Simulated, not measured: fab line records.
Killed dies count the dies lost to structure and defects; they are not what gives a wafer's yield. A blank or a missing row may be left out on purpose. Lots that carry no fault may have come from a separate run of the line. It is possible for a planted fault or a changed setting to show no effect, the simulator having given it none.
Tool commonality check -- flow nand-harc -- Lots sampled 14, wafers sampled 42

== WHY THIS WAS OPENED ==
At NHARC_A_M1_THK_MEAS_24 the reading thk-nm is flagged on 2 of 14 lots. Fault-free wafers read 154.9 nm, with a standard deviation of 1.5.
Rule: flag the lot when none of its wafers has a number, or when each of its wafers that has one lies beyond 4 standard deviations from that mean. The other lots count as sound.

lot,measured,on,"thk-nm (nm), wafer by wafer",flag
L612,day 17 15:39,film-metro-01,153.5 159.1 157.7,
L614,day 18 06:06,film-metro-02,151.8 156.4 152.1,
L617,day 19 03:34,film-metro-01,29.9 30.2 29.1,FLAGGED
L616,day 19 06:52,film-metro-02,30.7 30.6 30.5,FLAGGED
L624,day 21 00:36,film-metro-01,153.9 153.6 153.5,
L625,day 21 04:07,film-metro-01,157.3 155.4 155.7,
L630,day 21 07:40,film-metro-01,155.1 155.6 154.9,
L628,day 21 19:21,film-metro-01,154.5 156.8 155.1,
L629,day 22 05:06,film-metro-01,154.6 156.4 154.9,
L631,day 22 05:37,film-metro-02,152.5 154.9 154.6,
L632,day 22 06:13,film-metro-01,156.4 156.9 155.5,
L634,day 23 01:45,film-metro-02,155.8 153.7 156.9,
L635,day 23 07:02,film-metro-01,154.1 155.2 153.9,
L633,day 23 14:57,film-metro-01,155.5 153.5 156.5,
The mean of the flagged lots' numbers is 30.2 nm, -124.7 nm from the usual (-83 standard deviations).

== WHICH TOOL EACH LOT WENT THROUGH ==
The record holds 3 process steps before the reading, out of a route of 1159 steps. Read each cell as the tool, then ch plus the chambers that the sampled wafers visited, then the start.
lot,flag,NHARC_A_M1_PVD_21,NHARC_A_M1_ECD_22,NHARC_A_M1_CMP_23
L612,,"pvd-sputter-03, day 17 14:30 or earlier","ecd-cu-01 ch 0,1, day 17 14:30","cmp-04 ch 0,2,3, day 17 15:22"
L614,,"pvd-sputter-02, day 18 05:07 or earlier","ecd-cu-02 ch 0, day 18 05:07","cmp-03 ch 0,2, day 18 05:49"
L617,FLAGGED,"pvd-sputter-02, day 19 02:34 or earlier","ecd-cu-01 ch 0,1, day 19 02:34","cmp-04 ch 1,3, day 19 03:16"
L616,FLAGGED,"pvd-sputter-03, day 19 05:52 or earlier","ecd-cu-02 ch 0,1, day 19 05:52","cmp-04 ch 0,3, day 19 06:32"
L624,,"pvd-sputter-01, day 20 23:34 or earlier","ecd-cu-02 ch 0,1, day 20 23:34","cmp-02 ch 0,1,2, day 21 00:17"
L625,,"pvd-sputter-01, day 21 03:11 or earlier","ecd-cu-02 ch 0,1, day 21 03:11","cmp-03 ch 0,1,3, day 21 03:53"
L630,,"pvd-sputter-02, day 21 06:37 or earlier","ecd-cu-01 ch 0,1, day 21 06:37","cmp-03 ch 0,1,3, day 21 07:20"
L628,,"pvd-sputter-01, day 21 18:19 or earlier","ecd-cu-02 ch 0,1, day 21 18:19","cmp-04 ch 0,2, day 21 19:04"
L629,,"pvd-sputter-03, day 22 04:04 or earlier","ecd-cu-02 ch 0,1, day 22 04:04","cmp-02 ch 0,1,3, day 22 04:51"
L631,,"pvd-sputter-01, day 22 04:37 or earlier","ecd-cu-01 ch 0,1, day 22 04:37","cmp-02 ch 0,1,2, day 22 05:21"
L632,,"pvd-sputter-03, day 22 05:16 or earlier","ecd-cu-01 ch 0,1, day 22 05:16","cmp-03 ch 0,1, day 22 05:55"
L634,,"pvd-sputter-02, day 23 00:49 or earlier","ecd-cu-02 ch 0,1, day 23 00:49","cmp-04 ch 0,1, day 23 01:26"
L635,,"pvd-sputter-03, day 23 05:59 or earlier","ecd-cu-01 ch 0,1, day 23 05:59","cmp-03 ch 0,1,3, day 23 06:43"
L633,,"pvd-sputter-01, day 23 13:55 or earlier","ecd-cu-02 ch 0,1, day 23 13:55","cmp-04 ch 0,1,2, day 23 14:40"
What these steps do:
- NHARC_A_M1_PVD_21: deposits Cu, target thk 30 nm, time 20.49 s.
- NHARC_A_M1_ECD_22: material Cu, target thk 400 nm.
- NHARC_A_M1_CMP_23: polishes, t overpolish 20 s, target thk 154.34 nm.
- NHARC_A_M1_THK_MEAS_24: measures by xrf.

== FLAGGED OVER TOTAL, TOOL BY TOOL (the gauges that took the reading come last) ==
step,tool,lots run,flagged,share of the flagged lots,sound lots run after its first flagged lot
NHARC_A_M1_PVD_21,pvd-sputter-01,5,0,none,-
NHARC_A_M1_PVD_21,pvd-sputter-02,4,1,some,"2 (L630,L634)"
NHARC_A_M1_PVD_21,pvd-sputter-03,5,1,some,"3 (L629,L632,L635)"
NHARC_A_M1_ECD_22,ecd-cu-01,6,1,some,"4 (L630,L631,L632,L635)"
NHARC_A_M1_ECD_22,ecd-cu-02,8,1,some,"6 (L624,L625,L628,L629,L634,L633)"
NHARC_A_M1_CMP_23,cmp-02,3,0,none,-
NHARC_A_M1_CMP_23,cmp-03,5,0,none,-
NHARC_A_M1_CMP_23,cmp-04,6,2,all,"3 (L628,L634,L633)"
NHARC_A_M1_THK_MEAS_24,film-metro-01,10,1,some,"8 (L624,L625,L630,L628,L629,L632,L635,L633)"
NHARC_A_M1_THK_MEAS_24,film-metro-02,4,1,some,"2 (L631,L634)"
NHARC_A_M1_PVD_21: start missing for some lots; hours and lot order therefore follow NHARC_A_M1_ECD_22.

== WHAT THE TABLE ALLOWS ==
All flagged lots share 1 row of the table, namely cmp-04 at NHARC_A_M1_CMP_23.
- cmp-04 at NHARC_A_M1_CMP_23: 2 of its 6 lots flagged. Lots that were sound ran on it after the first flagged one (L628, L634, L633); a persistent fault on the entire tool would not allow that. Its own readings lie more than 4 standard deviations out on every wafer of the flagged lots: time-to-endpoint-s.
None of the table's rows ran every flagged lot and, after the first, no sound lot.

== WHAT HAD BEEN PUT IN BY THE SIMULATOR ==
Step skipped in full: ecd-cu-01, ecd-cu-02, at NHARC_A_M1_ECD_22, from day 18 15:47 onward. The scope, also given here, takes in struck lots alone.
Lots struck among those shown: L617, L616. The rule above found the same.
